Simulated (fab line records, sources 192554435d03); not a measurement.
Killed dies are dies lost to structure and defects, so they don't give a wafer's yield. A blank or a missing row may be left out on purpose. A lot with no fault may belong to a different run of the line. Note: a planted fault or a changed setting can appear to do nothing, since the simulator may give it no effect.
fab line records	flow n5-finfet
record lots=8	wafers=24	last-day=20
route steps=1938 shown FIN_SAQP@99 BEOL_M4@1111 PASSIVATION@1936
lots that met no fault: taken from a fault-free run of the same line
start-h: hours from the record's first day to the start of the lot's first wafer shown	wait-h: time in hours since the lot's previous step	" as in the row above	L1.1+2: a single row standing in for several wafers	- either no value or no given start	* or withheld: withheld	< > ~ a bound
route shown NAME@n: NAME is a module with steps in the file, n the number in the route of the first one	usual: mean/standard deviation of fault-free wafers	same: alike in all rows	chamber/n: place in a boat	sites: per-site readings	_std_site: standard deviation of those values	_edge_site: mean of outer sites minus mean of inner sites	radius-mm: for every site, how far away it sits from the centre of the wafer	mask NAME#n: copy n	behind: the last tool/chamber to shape the wafer	hold: reason for holding the lot/hours on hold/outcome of the hold	device: the transistor (n, p or np) that didn't switch	end of line: the route-end tests of the same wafers	for a step that has no rows: nothing shown but its recipe	killed: the dies lost at the first sort to structure and to defects; this is not the yield of the wafer	map: shows each die of a wafer: x if killed, . if not, _ if none is there
set.NAME: the run value of the setting; set.NAME@STEP: its run value at that earlier step	model.NAME: the simulator's own value behind a step, which no gauge read
one table for each step of the route and one row for each wafer, over a sample of lots
services: when a tool's chamber went out of use (start-h, in hours from the record's first day, below 0 if earlier), for how many hours, and the reason
## steps
# step N5_FIN_SAQP_PECVD_48
# recipe material=SiNx	target-thk-a=250	temp-c=400	precursor=SiH4/NH3/N2	pressure-torr=1.5	rf-w=300	time-s=22.1
# usual chamber-pressure-Torr=1.500/0.0031	heater-power-w=822/100	showerhead-plenum-p-Torr=5.11/0.062	throttle-valve-pct=40.1/2.4
lot.wafer	tool	chamber	start-h	wait-h	chamber-pressure-Torr	heater-power-w	showerhead-plenum-p-Torr	throttle-valve-pct
L382.2	pecvd-04	2	27.78	0.0	1.500	999	5.05	39.6
L382.4	"	0	"	"	1.498	776	5.12	39.7
L382.5	"	1	"	"	1.498	756	5.10	44.9
L385.1	pecvd-01	1	45.75	0.0	1.499	711	5.11	40.9
L385.4	"	1	"	"	1.496	747	5.11	40.7
L385.5	"	0	"	"	1.504	934	5.07	41.5
L389.3	pecvd-02	1	68.74	0.0	1.504	633	5.11	40.2
L389.5	"	2	"	"	1.500	764	5.07	36.0
L389.6	"	0	"	"	1.504	844	5.23	42.5
L391.3	pecvd-04	2	81.95	0.0	1.503	1091	5.03	39.9
L391.5	"	2	"	"	1.501	898	5.04	39.5
L391.6	"	0	"	"	1.500	783	5.12	39.9
L394.1	pecvd-04	0	100.47	0.0	1.501	775	5.12	39.9
L394.2	"	1	"	"	1.497	689	5.11	44.6
L394.5	"	0	"	"	1.498	750	5.13	40.0
L399.3	pecvd-01	0	130.26	0.0	1.495	796	5.05	41.9
L399.4	"	1	"	"	1.499	804	5.10	41.0
L399.5	"	0	"	"	1.497	825	5.06	41.8
L401.1	pecvd-04	2	141.64	0.0	1.490	991	5.02	39.6
L401.2	"	1	"	"	1.498	801	5.10	44.8
L401.6	"	2	"	"	1.491	971	5.02	39.6
L404.1	pecvd-02	2	160.46	0.0	1.497	752	5.07	36.4
L404.2	"	1	"	"	1.501	726	5.11	40.1
L404.4	"	1	"	"	1.503	739	5.10	40.3
# step N5_FIN_SAQP_RECESS_75
# recipe chemistry=HF/NH3	target=SiO2	target-depth-a=144	afs-cycles=3	temp-c=30	sublimation-temp-c=180	sublimation-time-s=60
# usual drypump-motor-current-A=5.3/0.35
lot.wafer	tool	chamber	start-h	wait-h	drypump-motor-current-A
L382.2	vapor-etch-02	0	29.07	0.0	5.8
L382.4	"	0	"	"	5.8
L382.5	"	0	"	"	5.8
L385.1	vapor-etch-01	0	47.04	0.0	4.8
L385.4	"	0	"	"	4.8
L385.5	"	1	"	"	5.4
L389.3	vapor-etch-02	0	70.78	0.1	5.7
L389.5	"	1	"	"	5.4
L389.6	"	0	"	"	5.8
L391.3	vapor-etch-01	0	83.51	0.1	4.8
L391.5	"	1	"	"	5.4
L391.6	"	0	"	"	4.8
L394.1	vapor-etch-02	0	101.85	0.0	5.7
L394.2	"	1	"	"	5.4
L394.5	"	1	"	"	5.4
L399.3	vapor-etch-02	1	131.91	0.1	5.4
L399.4	"	0	"	"	5.7
L399.5	"	1	"	"	5.4
L401.1	vapor-etch-02	1	143.53	0.1	5.4
L401.2	"	0	"	"	5.7
L401.6	"	0	"	"	5.7
L404.1	vapor-etch-02	0	162.28	0.4	5.7
L404.2	"	1	"	"	5.4
L404.4	"	0	"	"	5.7
# step N5_FIN_SAQP_ETCH_57
# recipe chemistry=CH3F/O2	target=SiNx	mask-material=SiO2	target-depth-a=325	time-s=46.4	pressure-mtorr=30	source-w=395	bias-w=73	Ar_flow_sccm=150	CH3F_flow_sccm=30	O2_flow_sccm=20	ion-energy-ev=120	ends=cleared
# usual drypump-motor-current-A=5.6/0.38	etch-rf-on-time-s=46.4/0.97	oes_f_703_au=0.79/0.097	oes-product-au=0.67/0.081	rf-vpp-V=298/7.2	showerhead-plenum-p-Torr=2.04/0.06	throttle-valve-pct=16.24/0.26
lot.wafer	tool	chamber	start-h	wait-h	drypump-motor-current-A	etch-rf-on-time-s	oes_f_703_au	oes-product-au	rf-hours-counter-h	rf-vpp-V	showerhead-plenum-p-Torr	throttle-valve-pct
L382.2	rie-diel-06	0	30.42	0.0	5.2	45.2	0.70	0.62	216	306	2.05	16.04
L382.4	"	1	"	"	5.6	46.6	0.90	0.77	26	302	2.04	16.30
L382.5	"	1	"	"	5.6	45.3	0.90	0.77	-	301	2.04	16.29
L385.1	rie-diel-01	3	48.50	0.2	5.3	45.0	1.01	0.83	3	287	2.06	15.99
L385.4	"	0	"	"	5.9	48.9	0.68	0.57	236	292	1.90	16.26
L385.5	"	1	"	"	5.3	47.0	0.76	0.65	-	297	2.08	16.46
L389.3	rie-diel-04	3	72.10	0.0	5.5	46.3	0.68	0.58	227	314	2.06	16.36
L389.5	"	1	"	"	6.2	46.7	0.79	0.65	-	297	2.10	16.72
L389.6	"	2	"	"	5.9	45.9	0.74	0.65	-	300	2.00	16.39
L391.3	rie-diel-01	2	84.81	0.1	5.9	47.1	0.86	0.73	30	293	2.11	15.90
L391.5	"	3	"	"	5.3	46.1	0.97	0.78	-	288	2.05	16.02
L391.6	"	2	"	"	5.9	47.7	0.87	0.74	-	293	2.11	15.88
L394.1	rie-diel-01	2	103.19	0.0	5.9	72.2	0.86	0.73	35	293	2.10	15.91
L394.2	"	3	"	"	5.2	45.7	0.95	0.78	20	288	2.05	16.02
L394.5	"	2	"	"	5.9	47.9	0.86	0.74	-	293	2.11	15.91
L399.3	rie-diel-01	3	133.44	0.2	5.2	45.0	0.92	0.76	30	287	2.05	16.04
L399.4	"	2	"	"	5.9	47.9	0.84	0.71	45	293	2.10	15.95
L399.5	"	0	"	"	5.9	47.8	0.93	0.82	-	298	2.15	15.86
L401.1	rie-diel-06	3	145.28	0.3	4.9	71.3	0.72	0.61	192	296	1.91	16.33
L401.2	"	1	"	"	5.6	46.2	0.84	0.71	63	301	2.02	16.37
L401.6	"	1	"	"	5.5	46.3	0.84	0.72	-	300	2.02	16.36
L404.1	rie-diel-04	0	164.79	0.0	6.1	43.7	0.93	0.81	22	303	2.04	15.80
L404.2	"	2	"	"	5.9	46.6	0.72	0.62	195	300	1.99	16.45
L404.4	"	3	"	"	5.5	46.0	0.90	0.81	4	314	2.06	15.88
# step N5_FIN_SAQP_RECESS_63
# recipe chemistry=HF/NH3	target=SiO2	target-depth-a=180	afs-cycles=3	temp-c=30	sublimation-temp-c=180	sublimation-time-s=60
# usual drypump-motor-current-A=5.47/0.29
lot.wafer	tool	chamber	start-h	wait-h	drypump-motor-current-A
L382.2	vapor-etch-02	0	30.64	0.1	5.75
L382.4	"	1	"	"	5.39
L382.5	"	1	"	"	5.39
L385.1	vapor-etch-01	1	48.72	0.1	5.38
L385.4	"	0	"	"	4.77
L385.5	"	0	"	"	4.74
L389.3	vapor-etch-02	1	72.44	0.2	5.39
L389.5	"	0	"	"	5.79
L389.6	"	1	"	"	5.39
L391.3	vapor-etch-02	0	85.16	0.2	5.72
L391.5	"	0	"	"	5.73
L391.6	"	1	"	"	5.39
L394.1	vapor-etch-02	0	103.41	0.1	5.72
L394.2	"	1	"	"	5.38
L394.5	"	0	"	"	5.73
L399.3	vapor-etch-02	1	133.79	0.2	5.39
L399.4	"	0	"	"	5.72
L399.5	"	0	"	"	5.74
L401.1	vapor-etch-01	1	145.55	0.1	5.35
L401.2	"	0	"	"	4.77
L401.6	"	0	"	"	4.78
L404.1	vapor-etch-01	0	165.01	0.1	4.80
L404.2	"	1	"	"	5.38
L404.4	"	1	"	"	5.36
# step N5_FIN_SAQP_STRIP_70
# recipe chemistry=N2/H2	power-w=500	temp-c=40	pressure-mtorr=50	rf-frequency-hz=6e+07	overash-fraction=0.3	bias-power-w=28	h2-frac=0.5	n2-flow-sccm=300	h2-flow-sccm=300
# usual bias-power-w=28.01/0.083	drypump-motor-current-A=5.6/0.37	oes-product-au=0.77/0.09	rf-vpp-V=122.2/0.91	showerhead-plenum-p-Torr=3.42/0.1	throttle-valve-pct=18.74/0.29
lot.wafer	tool	chamber	start-h	wait-h	bias-power-w	drypump-motor-current-A	oes-product-au	rf-hours-counter-h	rf-vpp-V	showerhead-plenum-p-Torr	throttle-valve-pct
L382.2	rie-diel-01	0	31.20	0.0	27.94	5.9	0.70	231	121.4	3.18	18.62
L382.4	"	0	"	"	27.95	5.9	0.70	-	120.6	3.18	18.65
L382.5	"	1	"	"	27.87	5.3	0.77	-	123.3	3.47	18.97
L385.1	rie-diel-01	1	49.27	0.0	27.96	5.3	0.76	167	123.2	3.47	18.97
L385.4	"	3	"	"	28.03	5.3	0.97	4	122.1	3.43	18.57
L385.5	"	3	"	"	27.89	5.2	0.98	-	121.9	3.43	18.57
L389.3	rie-diel-01	0	72.87	0.0	27.87	5.9	0.68	243	122.5	3.17	18.65
L389.5	"	2	"	"	28.08	5.9	0.88	-	124.0	3.57	18.45
L389.6	"	1	"	"	27.97	5.3	0.75	-	122.8	3.47	18.98
L391.3	rie-diel-01	3	85.59	0.0	28.11	5.3	0.94	15	122.1	3.42	18.58
L391.5	"	2	"	"	28.04	5.9	0.88	-	122.3	3.57	18.47
L391.6	"	1	"	"	28.15	5.3	0.74	-	122.9	3.46	18.98
L394.1	rie-diel-04	1	103.96	0.0	27.94	6.2	0.74	169	122.3	3.48	19.00
L394.2	"	2	"	"	27.97	6.0	0.75	173	121.9	3.33	19.22
L394.5	"	1	"	"	27.93	6.2	0.74	-	123.0	3.48	19.00
L399.3	rie-diel-06	0	134.27	0.0	27.98	5.2	0.71	248	122.7	3.41	18.26
L399.4	"	2	"	"	27.98	5.6	0.69	232	122.1	3.46	18.98
L399.5	"	1	"	"	28.04	5.6	0.85	-	121.2	3.39	18.68
L401.1	rie-diel-01	1	146.10	0.0	28.08	5.3	0.74	192	123.3	3.46	18.99
L401.2	"	0	"	"	27.94	5.9	0.95	7	122.1	3.57	18.32
L401.6	"	3	"	"	28.01	5.3	0.89	-	123.2	3.41	18.61
L404.1	rie-diel-06	2	165.60	0.0	28.13	5.6	0.69	243	121.7	3.46	18.99
L404.2	"	3	"	"	28.09	4.9	0.71	203	123.0	3.19	18.51
L404.4	"	2	"	"	28.02	5.6	0.68	-	121.6	3.46	19.00
# step N5_BEOL_M4_RC_MEAS_101
# usual DIBL_N=36.0/1.9	DIBL_P=35.6/2.2	IOFF_N=0.15/0.031	IOFF_P=0.19/0.032	ION_N=668/11	ION_P=455/7.2	SS_N=71.5/0.65	SS_P=73.4/0.64	VT_N=251/3.6	VT_P=-253/3.3
lot.wafer	tool	chamber	start-h	wait-h	DIBL_N[mV/V]	DIBL_P[mV/V]	IOFF_N[nA/um]	IOFF_P[nA/um]	ION_N[uA/um]	ION_P[uA/um]	SS_N[mV/dec]	SS_P[mV/dec]	VT_N[mV]	VT_P[mV]
L382.2	prober-02	0	193.89	0.2	35.0	34.2	0.11	0.14	661	445	72.1	72.7	258	-259
L382.4	"	0	"	"	35.1	34.4	0.12	0.14	658	444	71.0	72.9	254	-256
L382.5	"	0	"	"	36.2	36.1	0.13	0.16	669	453	71.8	73.5	252	-258
L385.1	prober-01	0	215.89	0.0	34.7	34.5	0.14	0.19	665	458	70.7	72.5	252	-251
L385.4	"	0	"	"	40.0	38.0	0.23	0.25	681	457	72.7	74.4	249	-250
L385.5	"	0	"	"	37.7	36.0	0.18	0.22	669	465	71.5	74.2	249	-251
L389.3	prober-02	0	248.01	0.3	34.0	33.2	0.12	0.19	650	452	71.2	72.7	255	-251
L389.5	"	0	"	"	34.2	32.6	0.12	0.17	660	453	71.1	72.7	257	-255
L389.6	"	0	"	"	32.9	32.8	0.11	0.17	665	458	71.4	72.7	254	-254
L391.3	prober-01	0	288.47	0.3	33.1	33.0	0.11	0.17	663	455	70.5	72.5	251	-254
L391.5	"	0	"	"	33.8	33.7	0.12	0.17	661	454	71.3	73.3	250	-253
L391.6	"	0	"	"	32.3	31.0	0.10	0.14	658	449	70.5	73.1	255	-256
L394.1	prober-02	0	304.20	0.0	36.9	37.9	0.18	0.21	683	459	71.5	73.2	246	-253
L394.2	"	0	"	"	36.6	38.0	0.16	0.20	668	453	71.7	73.3	252	-250
L394.5	"	0	"	"	38.0	38.5	0.20	0.22	685	461	71.9	74.0	247	-250
L399.3	prober-02	0	313.97	0.3	39.8	39.7	0.22	0.24	700	467	71.8	74.1	248	-250
L399.4	"	0	"	"	38.8	38.4	0.18	0.24	674	462	72.7	74.6	248	-252
L399.5	"	0	"	"	38.1	37.0	0.17	0.20	671	458	71.4	73.9	250	-253
L401.1	prober-02	0	322.43	0.0	35.0	34.7	0.14	0.19	672	460	71.3	73.9	254	-254
L401.2	"	0	"	"	35.7	34.8	0.15	0.18	666	452	72.6	74.2	251	-253
L401.6	"	0	"	"	36.2	35.4	0.14	0.19	658	449	71.9	73.3	256	-252
L404.1	prober-01	0	361.52	0.0	34.9	33.6	0.13	0.17	671	460	71.2	73.1	250	-252
L404.2	"	0	"	"	34.3	33.6	0.12	0.18	653	451	70.9	73.2	254	-253
L404.4	"	0	"	"	37.0	36.7	0.16	0.24	684	469	71.4	74.6	248	-246
# step N5_PASSIVATION_PROBE_49
# usual defect-limited-yield=91.3/1.4	killed_at_M0_to_M3=34/10	killed_at_M4_up=14/5.5	killed-at-contacts=12/6	killed-at-front-end=40/10	killed-at-other=3.0/2.4	killed-dies=103/17	killed-on-rim=13/4.3	killed-open=68/13	killed-short=34/7.8	sort_bin_5_function=5.1/0.97	sort_bin_6_memory=3.3/0.66	sort-n-pass=1077/17	sort-yield-pct=91.2/1.4
# same gross-dies=1180	killed-at-back-side=0	sort_bin_4_leakage[%]=0	sort_bin_8_speed[%]=0
lot.wafer	tool	chamber	start-h	wait-h	defect-limited-yield[%]	killed_at_M0_to_M3	killed_at_M4_up	killed-at-contacts	killed-at-front-end	killed-at-other	killed-dies	killed-on-rim	killed-open	killed-short	sort_bin_5_function[%]	sort_bin_6_memory[%]	sort-n-pass	sort-yield-pct[%]
L394.2	prober-02	-	410.15	0.1	92.5	31	12	2	40	3	88	11	61	23	4.5	2.5	1092	92.5
L394.5	prober-02	-	410.30	0.2	92.6	24	10	7	42	4	87	15	55	28	3.6	2.7	1093	92.6
# killed by level:class
L394.2 STI_FIN_REVEAL:geometric-particle:open=17 BEOL_M0_SAQP:geometric-particle:open=10 BEOL_M3:geometric-particle:open=7 BEOL_M0_SAQP:geometric-particle:short=6 HKMG_FIN:area-etch=4 FIN_SAQP:geometric-particle:open=3 STI_FIN_REVEAL:geometric-particle:short=3 ILD0:geometric-particle:short=3
L394.5 FIN_SAQP:geometric-particle:open=14 FIN_SAQP:geometric-particle:short=10 BEOL_M0:geometric-particle:open=6 STI_FIN_REVEAL:geometric-particle:open=5 MOL_CONTACT_COAG:geometric-particle:open=5 BEOL_M0_SAQP:geometric-particle:open=5 BEOL_M4:geometric-particle:open=5 BEOL_M1:geometric-particle:open=4
## services
tool	chamber	start-h	hours	kind
rie-diel-01	3	14.08	-	clean
rie-diel-01	3	14.08	-	consumable-replace:focus-ring
rie-diel-01	3	14.08	22.3	scheduled-down
rie-diel-01	3	14.08	22.3	vent-cycle
pecvd-01	-	29.76	2.8	pm
vapor-etch-01	-	39.24	2.8	pm
pecvd-04	0	66.56	5.5	scheduled-down
pecvd-04	1	81.71	5.5	scheduled-down
rie-diel-01	1	88.33	1.7	repair
rie-diel-01	0	99.46	-	clean
rie-diel-01	0	99.46	-	consumable-replace:focus-ring
rie-diel-01	0	99.46	-	consumable-replace:showerhead
rie-diel-01	0	99.46	25.6	scheduled-down
rie-diel-01	0	99.46	25.6	vent-cycle
pecvd-04	1	103.45	2.1	scheduled-down
rie-diel-01	1	111.49	9.7	repair
rie-diel-06	0	130.10	4.0	repair
rie-diel-06	0	141.88	-	clean
rie-diel-06	0	141.88	-	consumable-replace:focus-ring
rie-diel-06	0	141.88	33.7	scheduled-down
rie-diel-06	0	141.88	33.7	vent-cycle
rie-diel-01	3	156.77	43.4	repair
pecvd-01	-	160.83	0.8	repair
pecvd-02	2	163.09	76.1	repair
## key
first-sign step=N5_FIN_SAQP_ETCH_57	reading=etch-rf-on-time-s	direction=up	sigmas=26	usual=*	struck=*
effect none on later readings
met-at N5_FIN_SAQP_PECVD_48
struck-lots L394,L401
struck-wafers L394.1,L401.1
not-acting-at N5_FIN_SAQP_RECESS_75,N5_FIN_SAQP_RECESS_63,N5_FIN_SAQP_STRIP_70
onset-between 81.95 100.47
fault kind=process-parameter-drift	tool=pecvd-04	chamber=-	onset-h=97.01	steps=N5_FIN_SAQP_PECVD_48	channel=time-s	offset=*	shape=step	end-h=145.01	scope=struck-wafers-only	acts-in=*	stated=*
